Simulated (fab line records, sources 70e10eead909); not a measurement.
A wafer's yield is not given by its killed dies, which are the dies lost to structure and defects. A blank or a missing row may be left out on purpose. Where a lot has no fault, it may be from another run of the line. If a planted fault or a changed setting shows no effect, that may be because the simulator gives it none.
Which tool was responsible? / flow nand-harc / Sampling: 14 lots, 42 wafers, 2 of 1302 route steps

## WHAT EACH GAUGE READ, for each wafer
NHARC_A_CONTACT_INSPECT_23.
lot=L368; measured=day 22 14:14; on=defect-inspect-02; raw-defect-count=769 530 451
lot=L369; measured=day 23 04:14; on=defect-inspect-01; raw-defect-count=420 565 354
lot=L371; measured=day 23 18:30; on=defect-inspect-01; raw-defect-count=646 440 491
lot=L370; measured=day 23 20:31; on=defect-inspect-02; raw-defect-count=513 576 709
lot=L374; measured=day 25 01:56; on=defect-inspect-02; raw-defect-count=658 721 673
lot=L375; measured=day 26 04:40; on=defect-inspect-01; raw-defect-count=372 507 629
lot=L376; measured=day 26 17:39; on=defect-inspect-02; raw-defect-count=424 394 480
lot=L379; measured=day 26 23:14; on=defect-inspect-01; raw-defect-count=432 528 475
lot=L383; measured=day 28 22:20; on=defect-inspect-02; raw-defect-count=539 487 416
lot=L384; measured=day 29 06:39; on=defect-inspect-02; raw-defect-count=465 442 372
lot=L387; measured=day 30 06:59; on=defect-inspect-02; raw-defect-count=460 442 450
lot=L389; measured=day 31 03:12; on=defect-inspect-01; raw-defect-count=331 438 448
lot=L388; measured=day 31 06:08; on=defect-inspect-02; raw-defect-count=535 586 529
lot=L390; measured=day 32 13:32; on=defect-inspect-01; raw-defect-count=474 346 496

NHARC_A_BLC_INSPECT_12.
lot=L368; measured=day 22 14:52; on=defect-inspect-01; raw-defect-count=53 57 58
lot=L369; measured=day 23 04:52; on=defect-inspect-01; raw-defect-count=59 60 44
lot=L371; measured=day 23 19:08; on=defect-inspect-02; raw-defect-count=105 96 111
lot=L370; measured=day 23 21:08; on=defect-inspect-02; raw-defect-count=68 83 71
lot=L374; measured=day 25 02:27; on=defect-inspect-02; raw-defect-count=116 120 119
lot=L375; measured=day 26 05:11; on=defect-inspect-01; raw-defect-count=85 68 102
lot=L376; measured=day 26 18:17; on=defect-inspect-02; raw-defect-count=23 17 19
lot=L379; measured=day 26 23:52; on=defect-inspect-01; raw-defect-count=72 66 61
lot=L383; measured=day 28 22:58; on=defect-inspect-01; raw-defect-count=100 92 114
lot=L384; measured=day 29 07:17; on=defect-inspect-01; raw-defect-count=103 81 82
lot=L387; measured=day 30 07:29; on=defect-inspect-02; raw-defect-count=84 88 90
lot=L389; measured=day 31 03:50; on=defect-inspect-02; raw-defect-count=112 104 101
lot=L388; measured=day 31 06:46; on=defect-inspect-01; raw-defect-count=100 79 85
lot=L390; measured=day 32 14:10; on=defect-inspect-01; raw-defect-count=85 82 88

## EACH LOT AND THE TOOL THAT RAN IT (in order: tool; ch and the chambers of the sampled wafers; start)
There is no process step in the record ahead of these readings.

## AS READ BY THE TOOLS THEMSELVES (means over the sampled wafers that have a number; for cases with no such wafer, the mark the record gives instead)
The record holds no such reading with a usual standard deviation.

## THE ANSWER, worked out from the rows above alone
Rule: the lots themselves supply what counts as usual. The widest of any qualifying gaps counts: lots, ordered by their means at a reading, are off when they make up no more than a third of the lots, leave a main group of 4 or more, and stand apart from it by 3 or more times the standard deviation of that group's means. The tables above print the reading to a certain number of digits; a main group whose means all agree to those digits is not used. Also off: a lot with no number at a reading for which 4 or more lots have one. All remaining lots with rows at the step are treated as sound. The gauges are gone through in route order, then the tools' own readings, and for those a lot's mean is taken as printed above. At the first step where some lot is off, the reading lying furthest off is the one used; lots without a number count as furthest.
Nothing can be told from this: no lot is off at any reading shown.

## WHAT HAD BEEN PUT IN BY THE SIMULATOR
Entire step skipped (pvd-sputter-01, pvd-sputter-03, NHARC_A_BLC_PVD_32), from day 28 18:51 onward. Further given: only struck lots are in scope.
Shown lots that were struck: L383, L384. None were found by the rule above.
